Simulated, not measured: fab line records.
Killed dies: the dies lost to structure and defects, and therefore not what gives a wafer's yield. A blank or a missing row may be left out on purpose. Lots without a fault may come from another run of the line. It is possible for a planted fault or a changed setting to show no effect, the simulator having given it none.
Chamber matching :: flow n5 finfet :: rie diel-01 running N5_BEOL_M10_ETCH_62: 4 sister chambers
The step etches SOC in N2/H2, target depth 110 nm, overetch 22 nm, time 165 s. 4 wafers are shown with their chamber, then 7 later ones without.

## EACH WAFER AND ITS CHAMBER
wafer: L082.1
chamber: 1
oes product au (a.u.): 0.69

wafer: L082.2
chamber: 0
oes product au (a.u.): 0.66

wafer: L085.2
chamber: 3
oes product au (a.u.): 0.59

wafer: L085.3
chamber: 2
oes product au (a.u.): 0.61

## WAFERS WHOSE CHAMBER IS MISSING
wafer: L085.6
oes product au (a.u.): 0.60

wafer: L086.1
oes product au (a.u.): 0.59

wafer: L086.3
oes product au (a.u.): 0.65

wafer: L086.6
oes product au (a.u.): 0.59

wafer: L092.3
oes product au (a.u.): 0.59

wafer: L092.4
oes product au (a.u.): 0.64

wafer: L092.6
oes product au (a.u.): 0.67

## THE CHAMBER EACH PASSED THROUGH
wafer: L085.6
from the rows above: can't be placed: 2 or 3
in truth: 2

wafer: L086.1
from the rows above: 3
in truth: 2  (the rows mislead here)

wafer: L086.3
from the rows above: 0
in truth: 0

wafer: L086.6
from the rows above: 3
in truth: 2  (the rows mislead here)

wafer: L092.3
from the rows above: 3
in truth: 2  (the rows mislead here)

wafer: L092.4
from the rows above: can't be placed: 0 or 2
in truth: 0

wafer: L092.6
from the rows above: can't be placed: 0 or 1
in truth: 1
1 of 7 placed correctly. From these rows, 3 cannot be placed; in 3 the true chamber is one of the candidates. 3 placed wrongly.
How it was worked out, from the rows above alone: a wafer's distance from a chamber is the root of the sum, over the readings, of the square of ((its reading less the chamber's mean) divided by the reading's scatter). If the next closest chamber is less than 2 further off than the closest, the wafer can't be placed; otherwise it belongs to the closest. For every chamber, the mean is computed from those of its wafers that are shown. The scatter: root of mean squared gap, hidden wafer to nearest shown wafer, with one shown wafer a chamber.
